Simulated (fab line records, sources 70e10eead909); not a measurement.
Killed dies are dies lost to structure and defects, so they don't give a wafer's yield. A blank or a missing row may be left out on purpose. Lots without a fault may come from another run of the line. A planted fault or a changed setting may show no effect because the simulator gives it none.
A struck lot beside a sound one | flow nand_harc | 43 steps out of a route of 1159
Sound: wafers L852.2, L852.4, L852.5. Struck: wafers L860.4, L860.5. (L860.2 of the same lot was not struck and is left out.) The cause comes at the end.
At each step with rows: each side's tool, then ch and its chambers, then its first start. Under that, the readings that differ: sound wafers | struck wafers | difference of the means | sigmas: that difference in standard deviations of wafers without a fault.
alike: readings whose means differ by less than 2 such deviations, and words and numbers that are the same on both sides. not compared: withheld readings, readings that some wafer has no value for, bounds like >300 that may hide the same value, and numbers for which the record gives no deviation and whose values overlap.
The two part at a step that has a row with sigmas, a row that says differs or no value, or rows on one side only. Numbers that don't overlap but have no deviation are shown without sigmas and don't part them. A reading that every wafer of one side lacks parts them only if that side has two wafers or more.

NHARC_A_CONTACT_ETCH_121: etches the open film in C4F8/O2/Ar, time 94 s, target depth 922 nm.
  sound on har_cap_etch-03 ch 0,1, day 16 14:13; struck on har_cap_etch-03 ch 0,1, day 18 20:56
  not compared: rf_hours_counter_h
then, 3 steps without rows for these wafers: NHARC_A_CONTACT_ETCH_122 (etches the open film in C4F8/O2/Ar, time 95 s, target depth 930 nm); NHARC_A_CONTACT_ETCH_123 (etches the open film in C4F8/O2/Ar, time 253 s, target depth 1090 nm); NHARC_A_CONTACT_ETCH_90 (etches the open film in CH3F/O2, target depth 40 nm, time 85.7 s).
NHARC_A_CONTACT_ETCH_96: etches the open film in C4F6/O2, target depth 20 nm, time 10 s.
  sound on rie_diel-13 ch 1,2; struck on rie_diel-07 ch 2,3
  alike: drypump_motor_current_A, mfc_ar_sccm, oes_product_au, rf_vpp_V, showerhead_plenum_p_Torr, throttle_valve_pct
  not compared: rf_hours_counter_h
NHARC_A_CONTACT_CD_MEAS_53:
  sound on cd_sem-03, day 16 15:29; struck on cd_sem-02, day 18 21:56
  alike: cd_nm
then, 4 steps without rows for these wafers: NHARC_A_CONTACT_STRIP_99 (strips in N2/H2); NHARC_A_CONTACT_STRIP_100 (strips in CF4/CHF3); NHARC_A_CONTACT_STRIP_101 (strips in O2/COS); NHARC_A_CONTACT_ETCH_102 (etches the open film in CF4/O2, target depth 70 nm, overetch 7 nm, time 38.5 s).
NHARC_A_CONTACT_STRIP_55: strips in O2.
  sound on rie_diel-07 ch 0,2; struck on rie_diel-13 ch 1,3
  alike: drypump_motor_current_A, mfc_ar_sccm, oes_product_au, rf_vpp_V, showerhead_plenum_p_Torr, throttle_valve_pct
  not compared: rf_hours_counter_h
then, 1 step without rows for these wafers: NHARC_A_CONTACT_STRIP_56 (strips in post etch residue remover, time 600 s).
NHARC_A_CONTACT_DEP_57: deposits aC, target thk 2800 nm.
  sound on acl_dep-01 ch 0, day 16 16:47; struck on acl_dep-01 ch 0, day 18 23:43
  reading              | sound | struck        | difference                   | sigmas
  susceptor_temp_C (C) | - - - | 400.06 400.22 | no value on the sound wafers |
  alike: throttle_valve_pct
then, 11 steps without rows for these wafers: NHARC_A_CONTACT_DEP_58 (deposits SiON, target thk 60 nm); NHARC_A_CONTACT_DEHYDRATE_59 (time 120 s); NHARC_A_CONTACT_HMDS_60 (time 30 s); NHARC_A_CONTACT_COAT_61 (time 75 s); NHARC_A_CONTACT_COAT_62 (time 65 s); NHARC_A_CONTACT_COAT_63 (resist thk 90 nm); NHARC_A_CONTACT_SOFTBAKE_64 (time 55 s); NHARC_A_CONTACT_EBR_65; NHARC_A_CONTACT_EXPOSE_66 (exposes mask A CC 2); NHARC_A_CONTACT_PEB_67 (peb time 65 s); NHARC_A_CONTACT_DEVELOP_68 (develop time 35 s).
NHARC_A_CONTACT_CD_MEAS_69: target cd 200 nm.
  sound on cd_sem-02 ch 0, day 16 18:59; struck on cd_sem-03 ch 0, day 19 01:54
  reading    | sound             | struck      | difference | sigmas
  cd_nm (nm) | 200.5 200.5 200.8 | 199.1 199.3 | -1.4       | -2
NHARC_A_CONTACT_OVL_MEAS_70:
  sound on overlay-01, day 16 19:04; struck on overlay-02, day 19 01:59
  alike: overlay_x_nm, overlay_y_nm
NHARC_A_CONTACT_INSPECT_71:
  sound on defect_inspect-02, day 16 19:07; struck on defect_inspect-02, day 19 02:01
  reading          | sound | struck | difference | sigmas
  raw_defect_count | 9 6 7 | 42 39  | +33        | +2
then, 10 steps without rows for these wafers: NHARC_A_CONTACT_DESCUM_74 (chemistry O2, time 3 s); NHARC_A_CONTACT_ETCH_75 (etches the open film in CF4, target depth 39 nm, time 65 s); NHARC_A_CONTACT_ETCH_76 (etches the open film in N2/H2, target depth 260 nm, time 475.3 s); NHARC_A_CONTACT_ETCH_77 (etches the open film in CF4/CHF3, target depth 72.6 nm, time 36.3 s); NHARC_A_CONTACT_ETCH_78 (etches the open film in O2/COS, target depth 2800 nm, time 728 s); NHARC_A_CONTACT_ETCH_124 (etches the open film in C4F8/O2/Ar, time 140 s, target depth 700 nm); NHARC_A_CONTACT_ETCH_125 (etches the open film in C4F8/O2/Ar, time 155 s, target depth 956 nm); NHARC_A_CONTACT_ETCH_126 (etches the open film in C4F8/O2/Ar, time 155 s, target depth 956 nm); NHARC_A_CONTACT_ETCH_127 (etches the open film in C4F8/O2/Ar, time 155 s, target depth 956 nm); NHARC_A_CONTACT_ETCH_128 (etches the open film in C4F8/O2/Ar, time 155 s, target depth 956 nm).
NHARC_A_CONTACT_ETCH_129: etches the open film in C4F8/O2/Ar, time 155 s, target depth 956 nm.
  sound on har_cap_etch-01 ch 1, day 16 21:04; struck on har_cap_etch-03 ch 1, day 19 04:20
  not compared: rf_hours_counter_h
then, 1 step without rows for these wafers: NHARC_A_CONTACT_ETCH_130 (etches the open film in C4F8/O2/Ar, time 155 s, target depth 956 nm).
NHARC_A_CONTACT_ETCH_131: etches the open film in C4F8/O2/Ar, time 155 s, target depth 956 nm.
  sound on har_cap_etch-01 ch 1, day 16 21:20; struck on har_cap_etch-03 ch 1, day 19 04:37
  not compared: rf_hours_counter_h
then, 2 steps without rows for these wafers: NHARC_A_CONTACT_ETCH_132 (etches the open film in C4F8/O2/Ar, time 156 s, target depth 958 nm); NHARC_A_CONTACT_ETCH_133 (etches the open film in C4F8/O2/Ar, time 195 s, target depth 840 nm).
-- the record jumps here: 6 days lie between the struck wafers' starts before and after (it left off in module A_CONTACT and takes up again in module END, whose first step shown is number 1159 of the route) --
NHARC_END_SORT_01:
  the record has rows for the struck wafers here (prober-02 ch 0, day 24 21:39) and none for the sound ones

WHERE THEY PART
First at NHARC_A_CONTACT_DEP_57; last, within this record, at NHARC_END_SORT_01.

WHY: what the simulator had put in
Process parameter drift: acl_dep-01, from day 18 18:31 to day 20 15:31, at NHARC_A_CONTACT_DEP_57. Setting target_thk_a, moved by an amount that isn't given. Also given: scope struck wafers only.
